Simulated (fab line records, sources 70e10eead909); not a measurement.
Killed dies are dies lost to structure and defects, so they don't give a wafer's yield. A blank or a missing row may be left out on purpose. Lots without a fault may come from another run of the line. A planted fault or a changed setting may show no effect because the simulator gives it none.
A struck lot beside a sound one | flow nand_harc | 15 steps out of a route of 1302
Sound: wafers L818.3, L818.5, L818.6. Struck: wafer L816.2. (L816.3, L816.6 of the same lot were not struck and are left out.) The cause comes at the end.
At each step with rows: each side's tool, then ch and its chambers, then its first start. Under that, the readings that differ: sound wafers | struck wafers | difference of the means | sigmas: that difference in standard deviations of wafers without a fault.
alike: readings whose means differ by less than 2 such deviations, and words and numbers that are the same on both sides. not compared: withheld readings, readings that some wafer has no value for, bounds like >300 that may hide the same value, and numbers for which the record gives no deviation and whose values overlap.
The two part at a step that has a row with sigmas, a row that says differs or no value, or rows on one side only. Numbers that don't overlap but have no deviation are shown without sigmas and don't part them. A reading that every wafer of one side lacks parts them only if that side has two wafers or more.

first, 3 steps without rows for these wafers: NHARC_THIN_TSV_EXPOSE_09 (exposes mask TSV); NHARC_THIN_TSV_PEB_10 (peb time 85 s); NHARC_THIN_TSV_DEVELOP_11 (time 70 s).
NHARC_THIN_TSV_CD_MEAS_12: target cd 1000 nm.
  sound on cd_sem-03 ch 0, day 29 08:20; struck on cd_sem-02 ch 0, day 28 14:17
  alike: cd_nm
then, 1 step without rows for these wafers: NHARC_THIN_TSV_HARDBAKE_13 (time 80 s).
NHARC_THIN_TSV_DESCUM_14: chemistry O2, time 3 s.
  sound on rie_diel-08 ch 1,2,3, day 29 08:31; struck on rie_diel-08 ch 0, day 28 14:26
  alike: drypump_motor_current_A, oes_product_au, rf_vpp_V, showerhead_plenum_p_Torr, throttle_valve_pct
  not compared: rf_hours_counter_h
NHARC_THIN_TSV_ETCH_44: etches the open film in CF4/O2, target depth 1594.2 nm, time 797.1 s.
  sound on rie_diel-08 ch 0,1,2, day 29 08:45; struck on rie_diel-08 ch 0, day 28 14:31
  alike: drypump_motor_current_A, oes_product_au, rf_vpp_V, showerhead_plenum_p_Torr, throttle_valve_pct
  not compared: rf_hours_counter_h
NHARC_THIN_TSV_ETCH_15: target depth 3000 nm, bosch target overetch cycles 2, bosch etch step 2.8 s.
  sound on rie_si-04 ch 0,1, day 29 09:09; struck on rie_si-03 ch 0, day 28 15:06
  alike: drypump_motor_current_A
  not compared: rf_hours_counter_h
NHARC_THIN_TSV_CD_MEAS_16:
  sound on cd_sem-01, day 29 09:18; struck on cd_sem-02, day 28 15:14
  alike: cd_nm
then, 2 steps without rows for these wafers: NHARC_THIN_TSV_STRIP_45 (strips in O2); NHARC_THIN_TSV_STRIP_46 (strips in post etch residue remover, time 1200 s).
NHARC_THIN_TSV_DEP_47: deposits SiO2, target thk 200 nm.
  sound on pecvd-03 ch 0,1,2, day 29 10:16; struck on pecvd-02 ch 2, day 28 16:11
  alike: chamber_pressure_Torr, throttle_valve_pct
NHARC_THIN_TSV_ETCHBACK_48: etches the open film in C4F8/Ar, target depth 1028.5 nm, time 405.17 s.
  sound on rie_diel-12 ch 0,1, day 29 10:34; struck on rie_diel-09 ch 0, day 28 16:35
  reading               | sound             | struck | difference | sigmas
  oes_product_au (a.u.) | 0.983 0.976 0.978 | 1.115  | +0.136     | +5
  alike: rf_vpp_V
  not compared: rf_hours_counter_h
NHARC_THIN_TSV_STRIP_62: strips in N2/H2, time 20 s.
  sound on plasma_asher-01 ch 0,1, day 29 11:00; struck on plasma_asher-01 ch 0, day 28 16:56
  reading                | sound | struck | difference                   | sigmas
  rf_hours_counter_h (h) | - - - | 26     | no value on the sound wafers |
  alike: drypump_motor_current_A, heater_power_w
NHARC_END_SORT_01:
  sound on prober-01 ch 0, day 29 23:52; struck on prober-01 ch 0, day 29 08:06
  alike: defect_limited_yield, killed_at_array, killed_at_other, killed_at_periphery, killed_dies, killed_open, killed_short, sort_bin_2_pct, sort_bin_3_pct, sort_bin_4_pct, sort_n_pass, sort_rim_yield_pct, sort_yield_pct

WHERE THEY PART
First at NHARC_THIN_TSV_ETCHBACK_48; last, within this record, at NHARC_THIN_TSV_STRIP_62. Later steps at which nothing parts them and some readings are alike: NHARC_END_SORT_01.

WHY: what the simulator had put in
Process parameter drift: rie_diel-09, from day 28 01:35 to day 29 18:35, at NHARC_THIN_TSV_ETCHBACK_48. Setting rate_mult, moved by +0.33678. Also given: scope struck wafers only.
